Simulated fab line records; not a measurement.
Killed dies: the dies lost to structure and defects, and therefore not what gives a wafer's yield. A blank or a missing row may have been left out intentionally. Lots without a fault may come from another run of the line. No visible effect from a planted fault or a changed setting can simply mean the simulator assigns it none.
Problem report, 8D (eight disciplines) form, completed by code    flow nandHarc    the parts of the form that need people (team, actions taken, sign-off) are left out

1. THE PROBLEM
Wafers without a fault read 188.45 W, standard deviation 0.15; heaterPowerTotalW at NHARC_A_CONTACT_SOFTBAKE_03 reads a mean of 194.44 W on 9 wafers belonging to 3 lots. That puts it +40 standard deviations away from the usual mean.
The step: time 55 s.
First seen on wafer L932.1, day 29 13:00, on lithoTrack-06. Wafers with a number at this step in the record: 39, from 13 lots. Rule for "out" (also "out of limits"): further than 4 standard deviations from the usual mean. All remaining wafers that have a number are taken as sound.

2. WHAT IT IS, AND WHAT IT ISN'T
question                     is                      is not
which readings at this step  heaterPowerTotalW       -
which lots                   L932, L933, L935        L916, L919, L920, L923, L926, L927, L928, L936, L937, L938
which wafers of those lots   all that have a number  -
read on which tools          lithoTrack-06           lithoTrack-01, lithoTrack-04
when                         from day 29 13:00       up to then (21 sound wafers); but 9 sound wafers of L936, L937, L938 came after

3. SUSPECTS, AND WHAT RULES EACH OUT
Counting: a tool stays on the suspect list if, at a process step up to the reading, it processed all lots that are out and no sound lot following the first of them.
- lithoTrack-06 at NHARC_A_CONTACT_SOFTBAKE_03 (time 55 s): kept. Every lot that is out went through it, starting with L932 (day 29 13:00), and after that it ran no sound lot; the last sound lot it ran before then is L928 (day 28 06:00). Out on those wafers are its own readings of heaterPowerTotalW.
Left after counting: lithoTrack-06 at NHARC_A_CONTACT_SOFTBAKE_03.

4. THE CAUSE (what the simulator had put in)
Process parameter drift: lithoTrack-06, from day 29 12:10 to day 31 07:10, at NHARC_A_CONTACT_SOFTBAKE_03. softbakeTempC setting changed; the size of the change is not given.
After counting, this tool was the only one left.

5. SEQUENCE OF EFFECTS, ordered by route
One row per reading whose mean, taken over the struck wafers that have a number, lies over 3 standard deviations from the usual. Only readings whose record carries a usual standard deviation are examined. hours: median over the lots of the time between each lot's start at the first step of this table that gives one and its start at this step. sigmas: the change, counted in usual standard deviations.
hours  step                         reading            usual     on struck wafers  change  sigmas
0      NHARC_A_CONTACT_SOFTBAKE_03  heaterPowerTotalW  188.45 W  194.44            +5.99   +40
Its process steps:
- NHARC_A_CONTACT_SOFTBAKE_03: time 55 s.

6. WHAT WOULD HAVE CAUGHT IT SOONER
In this record the first reading out of limits was taken at day 29 13:00, 1 hour after the fault began at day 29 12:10.
